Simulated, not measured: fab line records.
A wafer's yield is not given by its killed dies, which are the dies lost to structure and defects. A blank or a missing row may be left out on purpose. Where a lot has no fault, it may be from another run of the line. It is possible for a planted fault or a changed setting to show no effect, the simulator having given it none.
Code-filled problem report in 8D (eight disciplines) form | flow n5_finfet | the parts of the form that need people (team, actions taken, sign-off) are left out

1. PROBLEM STATEMENT
At N5_BEOL_M1_VIA_ETCH_34, run_length_s averages 79.0 s over 6 wafers from 2 lots, while fault-free wafers read 87.8 s, standard deviation 0.42. Measured from the usual mean, that is -21 standard deviations.
The step: etches the open film in C4F6/O2, target depth 67.8 nm, time 64.4 s.
Earliest sighting: wafer L617.1 on rie_diel-02 at day 10 13:21. The record holds 27 wafers of 9 lots with a number at this step. The rule behind "out" and "out of limits": a value lying over 4 standard deviations away from the usual mean. All remaining wafers that have a number are taken as sound.

2. WHAT IT IS, AND WHAT IT ISN'T
question                    | is                     | is not
which readings at this step | run_length_s           | drypump_motor_current_A, oes_product_au, rf_vpp_V, showerhead_plenum_p_Torr, throttle_valve_pct
which lots                  | L617, L619             | L601, L602, L603, L606, L607, L612, L623
which wafers of those lots  | all that have a number | -
read on which tools         | rie_diel-02            | rie_diel-05
when                        | from day 10 13:21      | up to then (18 sound wafers); but 3 sound wafers of L623 came after

3. THE SUSPECTS, EACH WITH WHAT RULES IT OUT
Counting: a tool stays on the suspect list if, at a process step up to the reading, it processed all lots that are out and no sound lot following the first of them.
- rie_diel-02 at N5_BEOL_M1_VIA_ETCH_34 (etches the open film in C4F6/O2, target depth 67.8 nm, time 64.4 s): kept. All lots that are out passed through it, beginning with L617 at day 10 13:21, and no sound lot followed; its final sound lot before that point was L612 at day 9 08:49. Its own run_length_s readings are out on those wafers.
Left after counting: rie_diel-02 at N5_BEOL_M1_VIA_ETCH_34.

4. THE CAUSE (what the simulator had put in)
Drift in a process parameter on rie_diel-02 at N5_BEOL_M1_VIA_ETCH_34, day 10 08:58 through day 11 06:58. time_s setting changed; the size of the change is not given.
Only this tool survived the counting.

5. THE CHAIN OF EFFECTS, in route order
Each row: a reading whose mean over the struck wafers that have a number lies more than 3 standard deviations from the usual. Only readings for which the record gives a usual standard deviation are gone through. hours: the time from each lot's start at the first step in this table that gives one to its start at this step, as a median over the lots. sigmas: the change in usual standard deviations.
hours | step                   | reading      | usual  | on struck wafers | change | sigmas
0     | N5_BEOL_M1_VIA_ETCH_34 | run_length_s | 87.8 s | 79.0             | -8.8   | -21
Here are the process steps it includes:
- N5_BEOL_M1_VIA_ETCH_34: etches the open film in C4F6/O2, target depth 67.8 nm, time 64.4 s.
Later measuring or inspecting steps at which every struck wafer that the step has a row for has a number for every such reading, and none has moved that far: N5_BEOL_M4_RC_MEAS_101.

6. WHAT WOULD HAVE CAUGHT IT SOONER
First out-of-limits reading in this record: day 10 13:21, which is 4 hours after fault onset at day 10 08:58.
